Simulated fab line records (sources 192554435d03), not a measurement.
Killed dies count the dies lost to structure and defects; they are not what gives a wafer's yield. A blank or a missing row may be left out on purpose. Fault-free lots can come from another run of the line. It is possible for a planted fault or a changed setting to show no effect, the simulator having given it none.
Matching of chambers ; flow n5_finfet ; 3 sister chambers for N5_HKMG_FIN_CVD_62 on thermal_cvd_si-01
The step deposits a-Si from Si2H6, target thk 3 nm, time 20.8 s. 20 wafers are shown with their chamber, then 10 later ones without.

== WAFERS PAIRED WITH THEIR CHAMBERS ==
wafer;chamber;heater_power_outer_w (W);heater_power_w (W);susceptor_temp_C (C)
L074.2;2;973;1467;499.86
L074.3;1;1045;1626;500.05
L074.4;2;954;1462;500.26
L076.3;0;966;1574;499.81
L076.5;1;1058;1686;499.96
L076.6;0;1003;1504;499.91
L080.3;1;1090;1655;499.79
L080.4;1;1099;1629;500.42
L080.5;0;1006;1550;500.42
L082.1;0;995;1568;500.08
L082.4;2;971;1506;499.78
L082.6;0;987;1523;499.77
L084.1;2;976;1431;500.17
L084.2;0;996;1543;499.74
L084.6;2;975;1470;499.80
L088.2;0;1008;1617;500.04
L088.5;2;976;1486;499.80
L088.6;1;1058;1677;499.94
L090.2;1;1070;1648;499.90
L090.3;0;1019;1596;499.59

SIGNATURES (averages over the wafers above)
reading;chamber 0;chamber 1;chamber 2;scatter within a chamber
heater_power_outer_w;997.50;1070.00;970.83;15.9
heater_power_w;1559.38;1653.50;1470.33;30.5
susceptor_temp_C;499.9200;500.0100;499.9450;0.234
Rule: a wafer lies at a distance from a chamber equal to the root of the sum of squares, over the readings, of (its reading less the chamber's mean, divided by the reading's scatter). If the next closest chamber is less than 2 further off than the closest, the wafer can't be placed; otherwise it belongs to the closest. The scatter: the root of (the sum of the squares of (reading less its chamber's mean) over the shown wafers, divided by (wafers less chambers)).

== WAFERS WITH NO CHAMBER GIVEN ==
wafer;heater_power_outer_w (W);heater_power_w (W);susceptor_temp_C (C)
L090.6;994;1571;499.76
L092.2;1062;1661;499.70
L092.4;1011;1429;500.26
L092.5;1056;1653;499.68
L094.1;1002;1501;500.01
L094.3;1007;1455;499.58
L094.4;1080;1635;500.09
L096.1;972;1467;500.05
L096.3;1006;1547;500.01
L096.6;988;1597;500.22

== WHICH CHAMBER EACH ONE RAN IN ==
wafer;from the rows above;in truth
L090.6;0;0
L092.2;1;1
L092.4;can't be placed: 2 or 0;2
L092.5;1;1
L094.1;can't be placed: 0 or 2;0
L094.3;can't be placed: 2 or 0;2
L094.4;1;1
L096.1;2;2
L096.3;0;0
L096.6;0;0
Correctly placed: 7 of 10. Unplaceable from these rows: 3, with the true chamber sitting among the candidates in 3. Wrongly placed: 0.
